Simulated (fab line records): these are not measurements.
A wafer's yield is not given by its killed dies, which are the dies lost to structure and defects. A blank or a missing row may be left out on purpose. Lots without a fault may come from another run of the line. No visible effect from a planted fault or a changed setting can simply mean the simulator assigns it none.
One fault through the eyes of 2 desks	flow n5Finfet	only its own numbers are on each desk; what lay behind them is given at the end

FROM THE METROLOGY DESK
What the gauges read, lot by lot, whatever tool the lot ran on: means of the sampled wafers that have a number. Any lot whose mean is over 4 standard deviations away from the usual mean is out of limits and marked OUT; that distance is given in the brackets. Shown here are 7 of its 11 readings, the ones lying furthest out on some lot.
Columns: A = cdNm at N5_FIN_SAQP_CD_MEAS_27, usual 20.23 nm; B = IOFF_N at N5_BEOL_M4_RC_MEAS_101, usual 0.16 nA/um; C = IOFF_P at N5_BEOL_M4_RC_MEAS_101, usual 0.21 nA/um; D = ION_P at N5_BEOL_M4_RC_MEAS_101, usual 460 uA/um; E = SS_P at N5_BEOL_M4_RC_MEAS_101, usual 73.4 mV/dec; F = VT_N at N5_BEOL_M4_RC_MEAS_101, usual 249 mV; G = VT_P at N5_BEOL_M4_RC_MEAS_101, usual -252 mV
lot	first seen here	A	B	C	D	E	F	G
L354	day 2 00:04	20.50	0.18	0.21	464	73.5	246	-251
L358	day 2 23:54	20.22	0.19	0.21	466	74.2	247	-252
L371	day 6 06:16	20.31	0.14	0.18	462	73.0	250	-254
L372	day 6 11:38	20.16	0.16	0.18	451	73.8	251	-255
L375	day 7 06:29	20.50	0.19	0.25	469	73.2	245	-247
L377	day 7 17:52	20.41	0.16	0.20	463	72.7	249	-252
This desk found nothing out of limits on any of the 6 lots.

FOR THE TOOL OWNER'S DESK: aldSin-03
The tool's own readings at N5_FIN_SAQP_SPACER2_ALD_28 (deposits SiO2, target thk 8.1 nm, pulse time 1 s, purge time 2 s): means of the sampled wafers that have a number, for each lot that ran on this tool. Any lot whose mean is over 4 standard deviations away from the usual mean is out of limits and marked OUT; that distance is given in the brackets.
Columns: A = heaterPowerW at N5_FIN_SAQP_SPACER2_ALD_28, usual 484 W; B = precursorPulseHeightRel at N5_FIN_SAQP_SPACER2_ALD_28, usual 1.000; C = susceptorTempC at N5_FIN_SAQP_SPACER2_ALD_28, usual 299.96 C
lot	first seen here	A	B	C
L354	day 2 02:32	489	1.000	300.03
L371	day 6 07:17	506	1.010	303.39 (+17) OUT
L375	day 7 07:40	550	1.007	306.86 (+35) OUT
This desk's verdict: out of limits on L371, L375, starting with L371 at day 6 07:17 (susceptorTempC at N5_FIN_SAQP_SPACER2_ALD_28). L354 stayed within limits.

BROUGHT TOGETHER
At day 6 07:17, on L371, L375, the tool owner's desk was in a position to raise an alarm.
At the metrology desk, nothing out of limits was observed.
The metrology desk has L371, L375 on record, within its limits.
On aldSin-03, each named lot ran N5_FIN_SAQP_SPACER2_ALD_28.

WHAT THE SIMULATOR PUT IN
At N5_FIN_SAQP_SPACER2_ALD_28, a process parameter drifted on aldSin-03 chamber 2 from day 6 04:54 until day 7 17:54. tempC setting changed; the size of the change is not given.
Shown lots that were struck: L371, L375.
How many hours passed from the start of the fault until each desk's first out-of-limits reading: the tool owner's desk, 2.
